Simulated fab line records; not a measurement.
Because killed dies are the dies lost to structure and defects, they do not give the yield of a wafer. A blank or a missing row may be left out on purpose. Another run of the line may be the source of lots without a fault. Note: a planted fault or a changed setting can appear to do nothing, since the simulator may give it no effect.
Which tool is to blame? + flow n5 finfet + 72 wafers sampled from 24 lots at 1 step of a route of 1938

WHAT THE GAUGES READ, wafer by wafer
N5_BEOL_M5_OVL_MEAS_29. Usual: V4_OVL gives -0.4 nm (standard deviation 0.76).
| lot  | measured     | on         | V4_OVL (nm)    | flag |
|------|--------------|------------|----------------|------|
| L074 | day 8 00:28  | overlay-01 | 0.4 0.6 -1.0   |      |
| L075 | day 8 10:16  | overlay-02 | -1.8 0.0 -0.8  |      |
| L076 | day 9 03:44  | overlay-02 | -1.5 -0.2 -1.1 |      |
| L077 | day 9 09:36  | overlay-01 | 0.7 1.0 0.0    |      |
| L080 | day 9 11:55  | overlay-01 | 0.0 -1.6 0.5   |      |
| L079 | day 9 18:46  | overlay-02 | -1.0 -0.3 0.2  |      |
| L078 | day 9 18:56  | overlay-01 | -0.5 0.2 -0.7  |      |
| L081 | day 10 00:32 | overlay-01 | -0.3 -0.9 -1.0 |      |
| L083 | day 10 09:52 | overlay-02 | -1.5 -0.1 -0.5 |      |
| L082 | day 10 11:17 | overlay-01 | -0.3 0.8 -0.3  |      |
| L084 | day 10 20:11 | overlay-02 | -1.2 0.3 -1.5  |      |
| L085 | day 10 20:22 | overlay-01 | -1.6 -1.1 -1.4 |      |
| L086 | day 11 15:05 | overlay-02 | -1.5 -0.1 -1.4 |      |
| L087 | day 11 15:38 | overlay-01 | -0.8 0.2 0.5   |      |
| L088 | day 11 21:13 | overlay-01 | -0.3 0.7 -0.2  |      |
| L089 | day 11 21:16 | overlay-02 | -0.4 -1.0 0.5  |      |
| L091 | day 12 02:21 | overlay-02 | -0.3 0.7 0.1   |      |
| L090 | day 12 06:11 | overlay-01 | 0.6 0.5 0.7    |      |
| L092 | day 12 16:08 | overlay-02 | -0.4 0.4 0.7   |      |
| L093 | day 13 05:35 | overlay-02 | -1.8 -2.7 -1.5 |      |
| L095 | day 13 08:40 | overlay-02 | -1.2 -1.5 -0.8 |      |
| L094 | day 14 01:41 | overlay-02 | 0.1 -0.3 0.5   |      |
| L096 | day 14 03:40 | overlay-02 | -0.3 -0.2 -0.3 |      |
| L097 | day 14 08:56 | overlay-01 | 0.0 -0.2 -0.4  |      |

EACH LOT AND THE TOOL THAT RAN IT (in order: tool; ch and the chambers of the sampled wafers; start)
Record: no process step prior to these readings.

WHAT THE TOOLS THEMSELVES READ (means of the sampled wafers that have a number; where no wafer has one, the mark that the record gives instead)
The record holds no such reading with a usual standard deviation.

THE ANSWER, worked out from the rows above alone
Rule: lot off if the mean of its wafers having a number is beyond 3 standard deviations from the usual mean. Also off: a lot with no number at a reading for which 4 or more lots have one. Any other lot the step has rows for is counted as sound. Order of review: gauges by route order, followed by the tools' own readings, for which a lot's mean as printed above is used. The first step at which some lot is off is used, and at that step the reading that is off furthest; a lot without a number counts as furthest.
No lot is off on any of the readings shown, so nothing can be concluded from this.

WHAT THE SIMULATOR HAD PUT IN
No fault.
